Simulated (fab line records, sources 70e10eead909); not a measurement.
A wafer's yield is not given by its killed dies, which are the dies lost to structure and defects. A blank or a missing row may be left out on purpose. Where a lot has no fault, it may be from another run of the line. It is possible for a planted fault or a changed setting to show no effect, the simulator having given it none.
Matching of chambers :: flow nandHarc :: rieSi-01 running NHARC_A_ZERO_WELL_ETCH_13: 4 sister chambers
The step etches the open film in HBr/Cl2, target depth 120 nm, time 40.1 s. 16 wafers are shown with their chamber, then 8 later ones without.

## WAFERS PAIRED WITH THEIR CHAMBERS
wafer: L226.1
chamber: 1
drypumpMotorCurrentA (A): 6.3
oesProductAu (a.u.): 1.007
throttleValvePct (%): 26.391

wafer: L226.2
chamber: 0
drypumpMotorCurrentA (A): 5.7
oesProductAu (a.u.): 0.997
throttleValvePct (%): 26.402

wafer: L226.4
chamber: 2
drypumpMotorCurrentA (A): 5.3
oesProductAu (a.u.): 1.012
throttleValvePct (%): 26.396

wafer: L228.1
chamber: 0
drypumpMotorCurrentA (A): 5.7
oesProductAu (a.u.): 0.989
throttleValvePct (%): 26.410

wafer: L228.3
chamber: 1
drypumpMotorCurrentA (A): 6.3
oesProductAu (a.u.): 1.005
throttleValvePct (%): 26.420

wafer: L228.4
chamber: 2
drypumpMotorCurrentA (A): 5.4
oesProductAu (a.u.): 1.004
throttleValvePct (%): 26.414

wafer: L236.2
chamber: 3
drypumpMotorCurrentA (A): 4.9
oesProductAu (a.u.): 0.993
throttleValvePct (%): 26.412

wafer: L236.3
chamber: 0
drypumpMotorCurrentA (A): 5.7
oesProductAu (a.u.): 0.997
throttleValvePct (%): 26.409

wafer: L236.6
chamber: 2
drypumpMotorCurrentA (A): 5.4
oesProductAu (a.u.): 1.018
throttleValvePct (%): 26.417

wafer: L238.1
chamber: 0
drypumpMotorCurrentA (A): 5.7
oesProductAu (a.u.): 0.991
throttleValvePct (%): 26.396

wafer: L238.2
chamber: 1
drypumpMotorCurrentA (A): 6.3
oesProductAu (a.u.): 1.001
throttleValvePct (%): 26.402

wafer: L238.5
chamber: 0
drypumpMotorCurrentA (A): 5.7
oesProductAu (a.u.): 0.995
throttleValvePct (%): 26.423

wafer: L240.3
chamber: 2
drypumpMotorCurrentA (A): 5.4
oesProductAu (a.u.): 1.007
throttleValvePct (%): 26.402

wafer: L240.4
chamber: 0
drypumpMotorCurrentA (A): 5.7
oesProductAu (a.u.): 0.998
throttleValvePct (%): 26.412

wafer: L240.5
chamber: 1
drypumpMotorCurrentA (A): 6.3
oesProductAu (a.u.): 1.003
throttleValvePct (%): 26.418

wafer: L241.2
chamber: 2
drypumpMotorCurrentA (A): 5.4
oesProductAu (a.u.): 1.005
throttleValvePct (%): 26.399

SIGNATURES, as means of the wafers listed above
reading: drypumpMotorCurrentA
chamber 0: 5.700
chamber 1: 6.300
chamber 2: 5.380
chamber 3: 4.900
scatter within a chamber: 0.0258

reading: oesProductAu
chamber 0: 0.99450
chamber 1: 1.00400
chamber 2: 1.00920
chamber 3: 0.99300
scatter within a chamber: 0.0043

reading: throttleValvePct
chamber 0: 26.40867
chamber 1: 26.40775
chamber 2: 26.40560
chamber 3: 26.41200
scatter within a chamber: 0.0106
Rule: for a wafer and a chamber, the distance is found by dividing, reading by reading, the gap between the wafer's reading and the chamber's mean by the reading's scatter, squaring, summing and taking the root. If the next closest chamber is less than 2 further off than the closest, the wafer can't be placed; otherwise it belongs to the closest. How the scatter is found: for the shown wafers, subtract from each reading the mean of its chamber, square and add these, divide the total by (wafers less chambers), then take the root.

## WAFERS WHOSE CHAMBER IS MISSING
wafer: L241.3
drypumpMotorCurrentA (A): 4.8
oesProductAu (a.u.): 1.006
throttleValvePct (%): 26.388

wafer: L241.5
drypumpMotorCurrentA (A): 4.8
oesProductAu (a.u.): 1.007
throttleValvePct (%): 26.398

wafer: L246.1
drypumpMotorCurrentA (A): 4.9
oesProductAu (a.u.): 0.991
throttleValvePct (%): 26.388

wafer: L246.2
drypumpMotorCurrentA (A): 5.4
oesProductAu (a.u.): 1.002
throttleValvePct (%): 26.420

wafer: L246.5
drypumpMotorCurrentA (A): 5.4
oesProductAu (a.u.): 1.000
throttleValvePct (%): 26.403

wafer: L247.1
drypumpMotorCurrentA (A): 4.8
oesProductAu (a.u.): 1.007
throttleValvePct (%): 26.410

wafer: L247.3
drypumpMotorCurrentA (A): 6.3
oesProductAu (a.u.): 1.017
throttleValvePct (%): 26.401

wafer: L247.5
drypumpMotorCurrentA (A): 5.7
oesProductAu (a.u.): 0.997
throttleValvePct (%): 26.413

## CHAMBER TAKEN BY EACH
wafer: L241.3
from the rows above: 3
in truth: 3

wafer: L241.5
from the rows above: 3
in truth: 3

wafer: L246.1
from the rows above: 3
in truth: 3

wafer: L246.2
from the rows above: 2
in truth: 2

wafer: L246.5
from the rows above: 2
in truth: 2

wafer: L247.1
from the rows above: 3
in truth: 3

wafer: L247.3
from the rows above: 1
in truth: 1

wafer: L247.5
from the rows above: 0
in truth: 0
8 of 8 placed correctly. From these rows, 0 cannot be placed. Number placed wrongly: 0.
